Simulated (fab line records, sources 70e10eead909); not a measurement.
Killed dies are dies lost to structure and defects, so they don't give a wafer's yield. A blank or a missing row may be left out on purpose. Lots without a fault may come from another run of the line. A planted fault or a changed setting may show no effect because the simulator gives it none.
Chamber matching | flow nand_harc | NHARC_A_DECK1_JOINT_ETCHBACK_07 on rie_si-01: 4 sister chambers
The step etches the open film in HBr, target depth 105 nm, time 26.9 s. 16 wafers are shown with their chamber, then 8 later ones without.

WAFERS WITH THEIR CHAMBER
wafer  | chamber | rf_fwd_power_W (W) | oes_product_au (a.u.) | throttle_valve_pct (%)
L075.2 | 1       | 345.7              | 0.987                 | 23.268
L075.3 | 2       | 341.9              | 1.011                 | 23.250
L075.4 | 3       | 344.9              | 1.023                 | 23.271
L077.1 | 3       | 343.4              | 0.999                 | 23.253
L077.2 | 1       | 346.5              | 0.970                 | 23.266
L077.6 | 0       | 345.2              | 1.011                 | 23.276
L079.3 | 1       | 346.3              | 0.972                 | 23.258
L079.5 | 3       | 345.4              | 1.007                 | 23.266
L079.6 | 2       | 339.9              | 1.006                 | 23.273
L082.1 | 0       | 346.4              | 0.983                 | 23.268
L082.4 | 1       | 345.6              | 0.969                 | 23.290
L082.5 | 2       | 342.0              | 1.000                 | 23.262
L084.1 | 1       | 346.3              | 0.963                 | 23.274
L084.3 | 3       | 344.7              | 0.996                 | 23.273
L084.5 | 0       | 343.3              | 0.994                 | 23.270
L093.1 | 0       | 344.2              | 0.995                 | 23.272

SIGNATURES (means of the wafers above)
reading            | chamber 0 | chamber 1 | chamber 2 | chamber 3 | scatter within a chamber
rf_fwd_power_W     | 344.775   | 346.080   | 341.267   | 344.600   | 0.956
oes_product_au     | 0.99575   | 0.97220   | 1.00567   | 1.00625   | 0.0101
throttle_valve_pct | 23.27150  | 23.27120  | 23.26167  | 23.26575  | 0.00964
Rule: a wafer's distance from a chamber is the root of the sum, over the readings, of the square of ((its reading less the chamber's mean) divided by the reading's scatter). The wafer belongs to the nearest chamber; if the next one is less than 2 further off, it can't be placed. The scatter: the root of (the sum of the squares of (reading less its chamber's mean) over the shown wafers, divided by (wafers less chambers)).

WAFERS WITHOUT THEIR CHAMBER
wafer  | rf_fwd_power_W (W) | oes_product_au (a.u.) | throttle_valve_pct (%)
L093.4 | 344.7              | 1.011                 | 23.273
L093.5 | 344.2              | 0.998                 | 23.260
L095.1 | 341.4              | 1.009                 | 23.257
L095.3 | 343.5              | 0.994                 | 23.278
L095.5 | 347.1              | 0.986                 | 23.274
L097.1 | 342.7              | 1.003                 | 23.267
L097.3 | 342.3              | 1.010                 | 23.273
L097.4 | 346.8              | 0.996                 | 23.263

WHICH CHAMBER EACH WENT THROUGH
wafer  | from the rows above          | in truth
L093.4 | can't be placed: 3 or 0      | 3
L093.5 | can't be placed: 3 or 0      | 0
L095.1 | 2                            | 2
L095.3 | can't be placed: 0 or 3 or 2 | 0
L095.5 | can't be placed: 1 or 0 or 3 | 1
L097.1 | can't be placed: 2 or 3 or 0 | 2
L097.3 | can't be placed: 2 or 3 or 0 | 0
L097.4 | can't be placed: 0 or 3 or 1 | 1
Placed correctly: 1 of 8. Can't be placed from these rows: 7 (the true chamber is among the candidates in 7). Placed wrongly: 0.
